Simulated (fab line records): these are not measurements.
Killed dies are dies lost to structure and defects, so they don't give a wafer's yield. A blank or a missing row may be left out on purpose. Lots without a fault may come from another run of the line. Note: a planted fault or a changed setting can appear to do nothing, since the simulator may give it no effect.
Matching of chambers + flow nand-harc + rie-diel-06 running NHARC_P_M2_STRIP_18: 4 sister chambers
The step strips in N2/H2. 27 wafers are shown with their chamber, then 12 later ones without.

== EACH WAFER AND ITS CHAMBER ==
| wafer  | chamber | drypump-motor-current-A (A) | oes-product-au (a.u.) | rf-vpp-V (V) |
|--------|---------|-----------------------------|-----------------------|--------------|
| L074.1 | 1       | 5.4                         | 0.983                 | 91.1         |
| L074.2 | 3       | 5.4                         | 0.995                 | 91.9         |
| L074.3 | 0       | 6.6                         | 0.990                 | 90.9         |
| L075.2 | 1       | 5.4                         | 0.978                 | 91.2         |
| L075.3 | 3       | 5.4                         | 1.007                 | 91.5         |
| L075.4 | 2       | 6.6                         | 1.002                 | 92.1         |
| L076.2 | 3       | 5.4                         | 0.995                 | 90.9         |
| L076.5 | 2       | 6.6                         | 0.995                 | 90.3         |
| L076.6 | 3       | 5.4                         | 1.001                 | 91.9         |
| L079.1 | 0       | 6.7                         | 0.996                 | 89.8         |
| L079.4 | 3       | 5.4                         | 1.006                 | 91.4         |
| L079.6 | 0       | 6.6                         | 0.993                 | 90.8         |
| L080.1 | 3       | 5.4                         | 1.004                 | 90.5         |
| L080.5 | 2       | 6.6                         | 1.006                 | 92.0         |
| L080.6 | 3       | 5.4                         | 0.997                 | 92.3         |
| L083.1 | 1       | 5.4                         | 0.979                 | 89.9         |
| L083.2 | 0       | 6.7                         | 0.982                 | 90.1         |
| L083.5 | 1       | 5.5                         | 0.993                 | 90.8         |
| L084.4 | 3       | 5.4                         | 1.008                 | 91.9         |
| L084.5 | 3       | 5.4                         | 0.999                 | 91.4         |
| L084.6 | 2       | 6.6                         | 0.999                 | 92.4         |
| L086.1 | 0       | 6.7                         | 0.985                 | 90.3         |
| L086.2 | 3       | 5.4                         | 1.008                 | 90.5         |
| L086.6 | 2       | 6.6                         | 1.013                 | 91.3         |
| L085.1 | 0       | 6.7                         | 0.985                 | 90.5         |
| L085.4 | 2       | 6.6                         | 1.001                 | 92.3         |
| L085.6 | 1       | 5.4                         | 0.978                 | 89.6         |

SIGNATURES (means of the wafers above)
| reading                 | chamber 0 | chamber 1 | chamber 2 | chamber 3 | scatter within a chamber |
|-------------------------|-----------|-----------|-----------|-----------|--------------------------|
| drypump-motor-current-A | 6.667     | 5.420     | 6.600     | 5.400     | 0.0305                   |
| oes-product-au          | 0.98850   | 0.98220   | 1.00267   | 1.00200   | 0.00572                  |
| rf-vpp-V                | 90.400    | 90.520    | 91.733    | 91.420    | 0.647                    |
Rule: for a wafer and a chamber, the distance is found by dividing, reading by reading, the gap between the wafer's reading and the chamber's mean by the reading's scatter, squaring, summing and taking the root. The wafer belongs to the nearest chamber; if the next one is less than 2 further off, it can't be placed. How the scatter is found: for the shown wafers, subtract from each reading the mean of its chamber, square and add these, divide the total by (wafers less chambers), then take the root.

== WAFERS WITHOUT THEIR CHAMBER ==
| wafer  | drypump-motor-current-A (A) | oes-product-au (a.u.) | rf-vpp-V (V) |
|--------|-----------------------------|-----------------------|--------------|
| L088.1 | 6.7                         | 0.974                 | 91.4         |
| L088.4 | 5.4                         | 1.006                 | 92.4         |
| L088.5 | 5.4                         | 1.007                 | 92.5         |
| L090.1 | 6.6                         | 1.004                 | 89.6         |
| L090.4 | 6.6                         | 1.003                 | 92.4         |
| L090.6 | 6.6                         | 0.998                 | 91.8         |
| L093.1 | 5.4                         | 0.973                 | 89.4         |
| L093.3 | 6.7                         | 0.993                 | 89.8         |
| L093.6 | 5.4                         | 0.983                 | 90.2         |
| L097.3 | 6.6                         | 1.009                 | 90.6         |
| L097.4 | 5.4                         | 1.011                 | 90.8         |
| L097.6 | 6.6                         | 0.993                 | 90.8         |

== WHICH CHAMBER EACH WENT THROUGH ==
| wafer  | from the rows above     | in truth |
|--------|-------------------------|----------|
| L088.1 | 0                       | 0        |
| L088.4 | 3                       | 3        |
| L088.5 | 3                       | 3        |
| L090.1 | can't be placed: 2 or 0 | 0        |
| L090.4 | 2                       | 2        |
| L090.6 | 2                       | 2        |
| L093.1 | 1                       | 1        |
| L093.3 | 0                       | 0        |
| L093.6 | 1                       | 1        |
| L097.3 | 2                       | 2        |
| L097.4 | 3                       | 3        |
| L097.6 | can't be placed: 2 or 0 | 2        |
Correctly placed: 10 of 12. Can't be placed from these rows: 2 (the true chamber is among the candidates in 2). Wrongly placed: 0.
